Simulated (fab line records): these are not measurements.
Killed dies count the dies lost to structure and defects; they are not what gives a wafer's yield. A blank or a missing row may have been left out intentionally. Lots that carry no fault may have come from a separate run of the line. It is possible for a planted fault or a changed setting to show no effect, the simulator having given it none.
Which tool is to blame?	flow nandHarc	Sampling: 13 lots, 39 wafers, 5 of 1159 route steps

## WHAT EACH GAUGE READ, for each wafer
NHARC_A_M1_INSPECT_27. Usual: rawDefectCount reads 467 (standard deviation 130).
lot	measured	on	rawDefectCount	flag
L910	day 18 00:11	defectInspect-01	666 624 752	
L911	day 18 00:47	defectInspect-01	281 487 371	
L912	day 18 08:54	defectInspect-01	409 340 497	
L913	day 18 09:13	defectInspect-02	519 333 456	
L914	day 18 09:31	defectInspect-02	846 895 681	
L916	day 19 01:53	defectInspect-02	412 400 314	
L915	day 19 02:32	defectInspect-02	437 427 442	
L917	day 19 14:34	defectInspect-02	322 315 275	
L918	day 19 16:44	defectInspect-02	409 334 509	
L924	day 21 00:47	defectInspect-01	508 640 540	
L928	day 22 06:03	defectInspect-02	533 385 481	
L929	day 22 09:44	defectInspect-01	488 447 514	
L933	day 24 15:33	defectInspect-01	846 409 604	

NHARC_END_SORT_01. Usual: defectLimitedYield 95.6 %, standard deviation 1.4; killedAtArray 26, standard deviation 9; killedAtOther 0.8, standard deviation 1.2; killedAtPeriphery 3.2, standard deviation 2.3; killedDies 30, standard deviation 9.1; killedOpen 3.5, standard deviation 2; killedShort 1.8, standard deviation 1.4; sort_bin_2_pct 1.4 %, standard deviation 0.59; sort_bin_3_pct 0.25 %, standard deviation 0.22; sort_bin_4_pct 2.8 %, standard deviation 0.91; sortNPass 647, standard deviation 9.1; sortRimYieldPct 95.4 %, standard deviation 3; sortYieldPct 95.6 %, standard deviation 1.4.
lot	measured	on	defectLimitedYield (%)	killedAtArray	killedAtOther	killedAtPeriphery	killedDies	killedOpen	killedShort	sort_bin_2_pct (%)	sort_bin_3_pct (%)	sort_bin_4_pct (%)	sortNPass	sortRimYieldPct (%)	sortYieldPct (%)	flag
L928	day 23 22:32	prober-02	93.1 94.8 0	31 29 28	0 0 644	16 6 5	47 35 677	5 4 6	1 2 0	1.9 1.8 1.5	0 0 95.42	5.0 3.4 3.1	630 642 0	94.3 98.1 0	93.1 94.8 0	OFF

## WHAT TOOL EACH LOT RAN ON (gives the tool, then ch and the chambers of the sampled wafers, and finally the start)
lot	NHARC_A_M1_PVD_20	NHARC_A_M1_ANNEAL_31	NHARC_THIN_TSV_PVD_24
L910	pvdSputter-01, day 17 23:20 or earlier	rtpAnneal-02 ch 0, day 17 23:20	pvdSputter-02, day 19 05:25
L911	pvdSputter-02, day 17 23:56 or earlier	rtpAnneal-01 ch 0, day 17 23:56	pvdSputter-02, day 19 00:03
L912	pvdSputter-02, day 18 08:08 or earlier	rtpAnneal-02 ch 0, day 18 08:08	pvdSputter-01, day 19 10:52
L913	pvdSputter-01, day 18 08:27 or earlier	rtpAnneal-01 ch 0, day 18 08:27	pvdSputter-02, day 19 12:13
L914	pvdSputter-03, day 18 08:41 or earlier	rtpAnneal-02 ch 0, day 18 08:41	pvdSputter-03, day 19 13:23
L916	pvdSputter-01, day 19 01:07 or earlier	rtpAnneal-02 ch 0, day 19 01:07	pvdSputter-03, day 20 04:10
L915	pvdSputter-02, day 19 01:46 or earlier	rtpAnneal-02 ch 0, day 19 01:46	pvdSputter-03, day 20 05:29
L917	pvdSputter-01, day 19 13:43 or earlier	rtpAnneal-01 ch 0, day 19 13:43	pvdSputter-01, day 20 16:50
L918	pvdSputter-02, day 19 15:59 or earlier	rtpAnneal-01 ch 0, day 19 15:59	pvdSputter-01, day 20 15:46
L924	pvdSputter-03, day 20 23:58 or earlier	rtpAnneal-01 ch 0, day 20 23:58	pvdSputter-02, day 22 00:55
L928	pvdSputter-03, day 22 05:14 or earlier	rtpAnneal-01 ch 0, day 22 05:14	pvdSputter-01, day 23 07:44
L929	pvdSputter-03, day 22 08:58 or earlier	rtpAnneal-01 ch 0, day 22 08:58	pvdSputter-02, day 23 06:26
L933	pvdSputter-02, day 24 14:47 or earlier	rtpAnneal-01 ch 0, day 24 14:47	pvdSputter-03, day 25 15:11
- NHARC_A_M1_PVD_20: deposits TaN, target thk 5 nm, time 8.06 s.
- NHARC_A_M1_ANNEAL_31: time 90 s.
- NHARC_THIN_TSV_PVD_24: deposits Al, target thk 800 nm.

## AS READ BY THE TOOLS THEMSELVES (means over the sampled wafers that have a number; for cases with no such wafer, the mark the record gives instead)
NHARC_A_M1_PVD_20. Usual: throttleValvePct reads 29.9 % (standard deviation 1.1).
lot	tool	throttleValvePct (%)	flag
L910	pvdSputter-01	29.1	
L911	pvdSputter-02	29.5	
L912	pvdSputter-02	29.6	
L913	pvdSputter-01	29.6	
L914	pvdSputter-03	30.7	
L916	pvdSputter-01	30.0	
L915	pvdSputter-02	29.4	
L917	pvdSputter-01	28.3	
L918	pvdSputter-02	30.6	
L924	pvdSputter-03	30.7	
L928	pvdSputter-03	30.3	
L929	pvdSputter-03	30.9	
L933	pvdSputter-02	29.9	

NHARC_A_M1_ANNEAL_31. Usual: wafer_temp_C_max reads 225.81 (standard deviation 0.26).
lot	tool	wafer_temp_C_max	flag
L910	rtpAnneal-02	225.48	
L911	rtpAnneal-01	226.06	
L912	rtpAnneal-02	225.75	
L913	rtpAnneal-01	225.65	
L914	rtpAnneal-02	225.39	
L916	rtpAnneal-02	225.73	
L915	rtpAnneal-02	225.79	
L917	rtpAnneal-01	225.71	
L918	rtpAnneal-01	226.06	
L924	rtpAnneal-01	225.84	
L928	rtpAnneal-01	226.18	
L929	rtpAnneal-01	225.85	
L933	rtpAnneal-01	226.02	

## THE ANSWER, worked out from the rows above alone
Rule: take the mean of a lot's wafers that have a number; if it is more than 3 standard deviations from the usual mean, the lot is off. Also off: a lot with no number at a reading for which 4 or more lots have one. All remaining lots with rows at the step are treated as sound. First the gauges in route order, then the tools' own readings, where a lot's mean is used as printed above. At the first step where some lot is off, the reading lying furthest off is the one used; lots without a number count as furthest.
Off at NHARC_END_SORT_01 (killedAtOther): L928. Neither off nor sound, because the step has no rows for them: L910, L911, L912, L913, L914, L916, L915, L917, L918, L924, L929, L933.
A tool fits if, at a process step before that reading, it ran every lot that is off, and no sound lot after the first of them. The gauges at NHARC_END_SORT_01 are tried like those tools. With no start given for some of its lots, NHARC_A_M1_PVD_20 uses the hours and lot order of NHARC_A_M1_ANNEAL_31. Can't be told from this: 4 tools fit, pvdSputter-03 at NHARC_A_M1_PVD_20, rtpAnneal-01 at NHARC_A_M1_ANNEAL_31, pvdSputter-01 at NHARC_THIN_TSV_PVD_24, prober-02 at NHARC_END_SORT_01.

## WHAT THE SIMULATOR HAD PUT IN
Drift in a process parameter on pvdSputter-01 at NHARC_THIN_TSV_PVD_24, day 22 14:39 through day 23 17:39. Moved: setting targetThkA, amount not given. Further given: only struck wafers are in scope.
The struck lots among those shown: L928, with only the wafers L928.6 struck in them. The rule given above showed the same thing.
